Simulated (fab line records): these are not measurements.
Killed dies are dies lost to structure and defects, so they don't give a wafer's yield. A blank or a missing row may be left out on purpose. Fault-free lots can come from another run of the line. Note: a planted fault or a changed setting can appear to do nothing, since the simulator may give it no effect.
Chamber matching || flow n5 finfet || N5_SPACER0_ALD_08 on ald sin-03: 4 sister chambers
The step deposits SiNx, target thk 2 nm. 4 wafers are shown with their chamber, then 6 later ones without.

## EACH WAFER AND ITS CHAMBER
{"wafer": "L299.3", "chamber": 3, "heater power w (W)": 872}
{"wafer": "L299.5", "chamber": 1, "heater power w (W)": 755}
{"wafer": "L310.2", "chamber": 0, "heater power w (W)": 797}
{"wafer": "L310.4", "chamber": 2, "heater power w (W)": 791}

## WAFERS WITH NO CHAMBER GIVEN
{"wafer": "L314.2", "heater power w (W)": 850}
{"wafer": "L314.3", "heater power w (W)": 782}
{"wafer": "L314.4", "heater power w (W)": 793}
{"wafer": "L311.4", "heater power w (W)": 799}
{"wafer": "L311.5", "heater power w (W)": 794}
{"wafer": "L311.6", "heater power w (W)": 776}

## CHAMBER TAKEN BY EACH
{"wafer": "L314.2", "from the rows above": 3, "in truth": 3}
{"wafer": "L314.3", "from the rows above": "can't be placed: 2 or 0 or 1", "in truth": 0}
{"wafer": "L314.4", "from the rows above": "can't be placed: 2 or 0", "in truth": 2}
{"wafer": "L311.4", "from the rows above": "can't be placed: 0 or 2", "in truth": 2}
{"wafer": "L311.5", "from the rows above": "can't be placed: 0 or 2", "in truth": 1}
{"wafer": "L311.6", "from the rows above": "can't be placed: 2 or 0 or 1", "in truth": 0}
Correctly placed: 1 of 6. Unplaceable from these rows: 5, with the true chamber sitting among the candidates in 4. 0 placed wrongly.
How it was worked out, from the rows above alone: a wafer's distance from a chamber is the root of the sum, over the readings, of the square of ((its reading less the chamber's mean) divided by the reading's scatter). The wafer belongs to the nearest chamber; if the next one is less than 2 further off, it can't be placed. Each chamber's mean is taken over the wafers shown for it. The scatter: with one shown wafer a chamber, the root of the mean of the squares of how far each hidden wafer lies from its nearest shown one.
